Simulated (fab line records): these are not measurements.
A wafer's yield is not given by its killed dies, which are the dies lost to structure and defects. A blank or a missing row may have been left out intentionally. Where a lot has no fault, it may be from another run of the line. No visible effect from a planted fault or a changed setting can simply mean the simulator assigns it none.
Comparing a struck lot with a sound one || flow nand harc || 24 steps out of a route of 1302
Sound: the wafers L711.2, L711.3, L711.4. Wafers L701.1, L701.5, L701.6 were the ones struck. The cause comes at the end.
Each step with rows lists, per side, the tool, then ch with its chambers, then its first start. Under that, the readings that differ: sound wafers || struck wafers || difference of the means || sigmas: that difference in standard deviations of wafers without a fault.
alike: words and numbers the same on both sides, and readings whose means are apart by under 2 such deviations; not compared: readings that were withheld, readings missing a value for some wafer, numbers with overlapping values and no deviation given by the record, and bounds like >300 which may hide the same value.
A row with sigmas, a row that says differs or no value, or rows on one side alone: a step with any of these is where the two part. Numbers that don't overlap but have no deviation are shown without sigmas and don't part them. A reading that every wafer of one side lacks parts them only if that side has two wafers or more.

first, 9 steps without rows for these wafers: NHARC_A_CHANNEL_HOLE_D2_DESCUM_15 (chemistry O2, time 3 s); NHARC_A_CHANNEL_HOLE_D2_ETCH_38 (etches the open film in CF4, target depth 39 nm, time 65 s); NHARC_A_CHANNEL_HOLE_D2_ETCH_39 (etches the open film in N2/H2, target depth 260 nm, time 325 s); NHARC_A_CHANNEL_HOLE_D2_ETCH_34 (etches the open film in CF4/CHF3, target depth 154 nm, time 77 s); NHARC_A_CHANNEL_HOLE_D2_ETCH_16 (etches the open film in O2/COS, target depth 3100 nm, time 806 s); NHARC_A_CHANNEL_HOLE_D2_ETCH_19 (etches the open film in C4F8/O2/Ar, time 34.5 s); NHARC_A_CHANNEL_HOLE_D2_ETCH_20 (etches the open film in C4F8/O2/Ar, time 361.9 s, target depth 1600 nm); NHARC_A_CHANNEL_HOLE_D2_ETCH_21 (etches the open film in C4F8/O2/Ar, time 514.3 s, target depth 1600 nm); NHARC_A_CHANNEL_HOLE_D2_ETCH_22 (etches the open film in C4F8/O2/Ar, time 666.7 s, target depth 1600 nm).
NHARC_A_CHANNEL_HOLE_D2_ETCH_23: etches the open film in C4F8/O2/Ar, time 819 s, target depth 1600 nm.
  sound on har etch-01 ch 0,1, day 20 22:45; struck on har etch-01 ch 0,1, day 17 05:56
  no value came back on the struck wafers for any of 6 readings (c4f8 flow sccm (sccm), chamber pressure mTorr (mTorr) and others); on the sound wafers c4f8 flow sccm (sccm) reads 89.34 88.85 89.39
  not compared: rf hours counter h
then, 7 steps without rows for these wafers: NHARC_A_CHANNEL_HOLE_D2_ETCH_24 (etches the open film in C4F8/O2/Ar, time 906.2 s, target depth 1500 nm); NHARC_A_CHANNEL_HOLE_D2_ETCH_25 (etches the open film in C4F8/O2/Ar, time 1040.2 s, target depth 1500 nm); NHARC_A_CHANNEL_HOLE_D2_ETCH_26 (etches the open film in C4F8/O2/Ar, time 224.1 s, target depth 300 nm); NHARC_A_CHANNEL_HOLE_D2_ETCH_27 (etches the open film in C4F8/O2/Ar, time 90 s, target depth 400 nm); NHARC_A_CHANNEL_HOLE_D2_STRIP_41 (strips in N2/H2); NHARC_A_CHANNEL_HOLE_D2_STRIP_42 (strips in CF4/CHF3); NHARC_A_CHANNEL_HOLE_D2_STRIP_43 (strips in O2/COS).
NHARC_A_CHANNEL_HOLE_D2_ETCH_44: etches the open film in CF4/O2, target depth 140 nm, overetch 14 nm, time 77 s.
  sound on rie diel-02 ch 1,2,3, day 21 02:02; struck on rie diel-04 ch 0,1,3, day 17 09:14
{"reading": "model.A_CHANNEL_HOLE_D2.cd nm (nm)", "sound": "92.49 92.4 90.4", "struck": "95.25 99.4 98.19", "difference": "+5.85", "sigmas": ""}
  alike: bias w, cf4 flow sccm, drypump motor current A, oes product au, rf vpp V, showerhead plenum p Torr, throttle valve pct
  not compared: rf hours counter h
then, 3 steps without rows for these wafers: NHARC_A_CHANNEL_HOLE_D2_STRIP_28 (strips in O2); NHARC_A_CHANNEL_HOLE_D2_PRECLEAN_29 (cleans in SC1); NHARC_A_CHANNEL_HOLE_D2_SRD_30.
NHARC_A_CHANNEL_HOLE_D2_CD_MEAS_31:
  struck on cd sem-01, day 17 10:01; sound on cd sem-01, day 21 02:50
{"reading": "cd nm (nm)", "sound": "92.6 91.8 90.9", "struck": "0.5 0.5 1.6", "difference": -90.9, "sigmas": -65}
NHARC_A_CHANNEL_HOLE_D2_XSEM_32:
  sound on xsem-02 ch 0, day 21 02:56; struck on xsem-02 ch 0, day 17 10:07
{"reading": "bot cd nm (nm)", "sound": "76.9 76.4 74.5", "struck": "0.2 0.2 1.3", "difference": -75.4, "sigmas": -47}
{"reading": "bow nm (nm)", "sound": "8.62 8.70 8.67", "struck": "0.33 0.33 0.33", "difference": -8.33, "sigmas": -40}
  alike: tilt deg
-- jump in the record: it breaks off in module A_CHANNEL_HOLE_D2 and resumes in module END (first step shown: number 1302 of the route), and 11 days separate the struck wafers' starts before and after --
NHARC_END_SORT_01:
  the record has rows for the struck wafers here (prober-01 ch 0, day 28 05:22) and none for the sound ones

## WHERE THEY PART
Earliest at NHARC_A_CHANNEL_HOLE_D2_ETCH_23; latest, in this record, at NHARC_END_SORT_01.

WHY: what had been put in by the simulator
Whole step skipped at NHARC_A_CHANNEL_HOLE_D2_ETCH_23 on har etch-01, starting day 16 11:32. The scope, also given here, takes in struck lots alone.
